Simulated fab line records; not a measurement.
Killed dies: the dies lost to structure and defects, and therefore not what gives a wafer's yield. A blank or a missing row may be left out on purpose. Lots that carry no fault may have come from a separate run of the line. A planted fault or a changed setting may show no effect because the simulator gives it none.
Lot-split experiment + flow n5Finfet + 7 lots, 21 wafers read, on a route of 1938 steps

== THE SPLIT ITSELF ==
At N5_BEOL_M4_COAT_22 (resist thk 30 nm), the setting spinRpm was moved away from the recipe's 1500 rpm on 6 of the 21 wafers read, by -6.3% to +7.9%. The other wafers ran this setting at the recipe's value.

== FROM THE SPLIT TO THE READING: what the file shows between them, 4 steps ==
- N5_BEOL_M4_EBR_24
- N5_BEOL_M4_SOFTBAKE_23: time 60 s
- N5_BEOL_M4_DESCUM_33: chemistry O2, time 7 s
- N5_BEOL_M4_ETCH_77: etches underlayer in N2/H2, target depth 6.5 nm, time 5.2 s

== THE READING ==
CAR-EUV_of_BEOL_M4_COAT_22.thkNm (the simulator's own value, which no gauge read), in nm, at N5_BEOL_M4_ETCH_69 (etches SiARC in CF4, target depth 15.6 nm, time 26 s). The file does not state a usual value for it. Average 11.1 nm, standard deviation 0.098 nm, over the 15 wafers here run with the recipe.

| wafer  | tool, chamber at the split | spinRpm as run, rpm | against the recipe | CAR-EUV_of_BEOL_M4_COAT_22.thkNm, nm | against lot-mates on the recipe |
|--------|----------------------------|---------------------|--------------------|--------------------------------------|---------------------------------|
| L074.3 | lithoTrack-04, 0           | 1500                | recipe             | 11.2                                 | -                               |
| L074.4 | lithoTrack-04, 0           | 1500                | recipe             | 11.2                                 | -                               |
| L074.6 | lithoTrack-04, 0           | 1500                | recipe             | 11.2                                 | -                               |
| L076.1 | lithoTrack-02, 0           | 1447                | -3.5%              | 11.8                                 | +0.6                            |
| L076.6 | lithoTrack-02, 0           | 1447                | -3.5%              | 11.8                                 | +0.6                            |
| L076.2 | lithoTrack-02, 0           | 1500                | recipe             | 11.2                                 | -                               |
| L078.1 | lithoTrack-04, 0           | 1500                | recipe             | 11.2                                 | -                               |
| L078.5 | lithoTrack-04, 0           | 1500                | recipe             | 11.2                                 | -                               |
| L078.3 | lithoTrack-04, 0           | 1500                | recipe             | 11                                   | -                               |
| L086.3 | lithoTrack-02, 0           | 1500                | recipe             | 11.2                                 | -                               |
| L086.4 | lithoTrack-02, 0           | 1405                | -6.3%              | 12                                   | +0.8                            |
| L086.5 | lithoTrack-02, 0           | 1405                | -6.3%              | 12.2                                 | +1.0                            |
| L095.4 | lithoTrack-03, 0           | 1500                | recipe             | 11                                   | -                               |
| L095.6 | lithoTrack-03, 0           | 1500                | recipe             | 11                                   | -                               |
| L095.5 | lithoTrack-03, 0           | 1500                | recipe             | 11.2                                 | -                               |
| L093.4 | lithoTrack-02, 0           | 1500                | recipe             | 11                                   | -                               |
| L093.6 | lithoTrack-02, 0           | 1500                | recipe             | 11                                   | -                               |
| L093.5 | lithoTrack-02, 0           | 1500                | recipe             | 11.2                                 | -                               |
| L097.1 | lithoTrack-02, 0           | 1618                | +7.9%              | 10                                   | -1.0                            |
| L097.3 | lithoTrack-02, 0           | 1618                | +7.9%              | 9.8                                  | -1.2                            |
| L097.6 | lithoTrack-02, 0           | 1500                | recipe             | 11                                   | -                               |

FIT RESULTS
A straight line over all 21 wafers: CAR-EUV_of_BEOL_M4_COAT_22.thkNm changes by -0.159 nm for each +1% of spinRpm; r = -0.98; the points scatter about the line by 0.11 nm.
The same after taking each lot's own level away (the mean of its wafers on the recipe; 21 wafers): -0.144 nm for each +1%; r = -0.99; scatter 0.085 nm.
On that fit, the largest move of spinRpm shifts the reading by 1.1 nm.
The span of the lots' own levels, 11.00 to 11.20 nm, comes to 2.0 times the standard deviation stated above.
Hence the slope depends on the lot-to-lot level, as the two fits are not the same.
Check: with one of the wafers moved furthest among these (+7.9%) left out of the fit, the line predicts -1.18 nm for it against its lot-mates. It came out at -1 nm against them.

== OTHER SPLITS APPLIED TO THESE WAFERS ==
Before the reading, these wafers also passed through other splits. Each is held against what the fit with the lots' levels taken away leaves over:
| other split on the same wafers | wafers away from the commonest value | r with CAR-EUV_of_BEOL_M4_COAT_22.thkNm (lot level and that fit taken away) |
|--------------------------------|--------------------------------------|-----------------------------------------------------------------------------|
| N5_BEOL_M2_DESCUM_16 timeS     | 3                                    | -0.07                                                                       |
| N5_BEOL_M3_ETCH_70 sourceW     | 6                                    | +0.16                                                                       |
| N5_BEOL_M4_COAT_67 spinRpm     | 5                                    | -0.10                                                                       |

== THE WHOLE CHAIN: every reading that the file lists as answering this split, in the file's order ==
| step                 | what it does                                         | reading                                                                           | change (the file's fit)               | r (the file's) |
|----------------------|------------------------------------------------------|-----------------------------------------------------------------------------------|---------------------------------------|----------------|
| N5_BEOL_M4_COAT_22   | resist thk 30 nm                                     | CAR-EUV_of_BEOL_M4_COAT_22.thkNm (the simulator's own value, which no gauge read) | -0.156 nm for each +1% of the setting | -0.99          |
| N5_BEOL_M4_DESCUM_33 | chemistry O2, time 7 s                               | CAR-EUV_of_BEOL_M4_COAT_22.thkNm (the simulator's own value, which no gauge read) | -0.153 nm for each +1% of the setting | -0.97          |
| N5_BEOL_M4_ETCH_69   | etches SiARC in CF4, target depth 15.6 nm, time 26 s | CAR-EUV_of_BEOL_M4_COAT_22.thkNm (the simulator's own value, which no gauge read) | -0.144 nm for each +1% of the setting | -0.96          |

== FILE'S OWN FIT ==
CAR-EUV_of_BEOL_M4_COAT_22.thkNm changes by -0.144 nm for each +1% of spinRpm, r = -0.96.
